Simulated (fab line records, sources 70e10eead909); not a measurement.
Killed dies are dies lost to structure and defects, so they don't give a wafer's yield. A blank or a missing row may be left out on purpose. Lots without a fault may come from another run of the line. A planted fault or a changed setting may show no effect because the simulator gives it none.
Which tool did it? | flow nand_harc | 12 lots, 36 wafers sampled, at 3 steps of a route of 1159

WHAT THE GAUGES READ, wafer by wafer
NHARC_A_CONTACT_CD_MEAS_42: target cd 200 nm.
lot  | measured     | on        | cd_nm (nm)
L075 | day 16 10:04 | cd_sem-02 | 200.8 200.9 200.9
L074 | day 16 22:13 | cd_sem-03 | 200.6 200.4 201.0
L076 | day 17 02:37 | cd_sem-03 | 200.1 199.7 199.7
L081 | day 17 19:29 | cd_sem-03 | 200.5 199.9 200.3
L084 | day 19 00:55 | cd_sem-02 | 199.2 200.3 200.3
L085 | day 19 01:04 | cd_sem-02 | 200.5 200.0 200.6
L089 | day 19 18:32 | cd_sem-03 | 200.8 200.4 200.6
L090 | day 19 15:50 | cd_sem-01 | 199.7 200.1 200.8
L091 | day 20 08:25 | cd_sem-01 | 201.5 201.3 200.2
L092 | day 20 23:47 | cd_sem-03 | 200.7 199.8 200.1
L094 | day 21 17:04 | cd_sem-01 | 200.2 200.1 200.2
L097 | day 22 20:33 | cd_sem-02 | 199.9 199.9 200.1

WHICH TOOL RAN EACH LOT (tool, then ch and the chambers of the sampled wafers, then the start)
lot  | NHARC_A_SLIT_STRIP_18                         | NHARC_A_CONTACT_DEP_29
L075 | rie_diel-01 ch 0,3, day 16 09:22 or earlier   | pecvd-04 ch 0,1,2, day 16 09:22
L074 | rie_diel-03 ch 1,3, day 16 21:30 or earlier   | pecvd-03 ch 0,1, day 16 21:30
L076 | rie_diel-07 ch 1,2,3, day 17 01:53 or earlier | pecvd-03 ch 0,1,2, day 17 01:53
L081 | rie_diel-07 ch 1,2,3, day 17 18:47 or earlier | pecvd-04 ch 0,1,2, day 17 18:47
L084 | rie_diel-03 ch 1,2,3, day 19 00:10 or earlier | pecvd-03 ch 0,1,2, day 19 00:10
L085 | rie_diel-01 ch 1,2, day 19 00:19 or earlier   | pecvd-04 ch 0,1, day 19 00:19
L089 | rie_diel-03 ch 0,2, day 19 17:56 or earlier   | pecvd-04 ch 1,2, day 19 17:56
L090 | rie_diel-01 ch 1,2, day 17 21:26              | pecvd-04 ch 0,1,2, day 19 15:06
L091 | rie_diel-01 ch 0,1, day 20 07:43 or earlier   | pecvd-01 ch 0,1,2, day 20 07:43
L092 | rie_diel-07 ch 1,2, day 20 23:04 or earlier   | pecvd-01 ch 0,2, day 20 23:04
L094 | rie_diel-07 ch 1,2,3, day 21 16:20 or earlier | pecvd-03 ch 0,1,2, day 21 16:20
L097 | rie_diel-07 ch 0,3, day 22 20:00 or earlier   | pecvd-03 ch 0,2, day 22 20:00
- NHARC_A_SLIT_STRIP_18: strips in O2.
- NHARC_A_CONTACT_DEP_29: deposits SiON, target thk 70 nm.

THE ANSWER, worked out from the rows above alone
Rule: what is usual is taken from the lots themselves. Put in order of their means at a reading, lots are off if they are a third of the lots or fewer, leave a main group of 4 or more, and stand apart from it by a gap of 3 or more times the standard deviation of the main group's means; of several such gaps the widest counts. A main group whose means are all the same, to the digits that the tables above print for the reading, isn't used. A lot without any number at a reading at which 4 lots or more have one is off too. The other lots that the step has rows for count as sound.
No lot is off at any reading shown: from this, nothing can be told.

WHAT THE SIMULATOR HAD PUT IN
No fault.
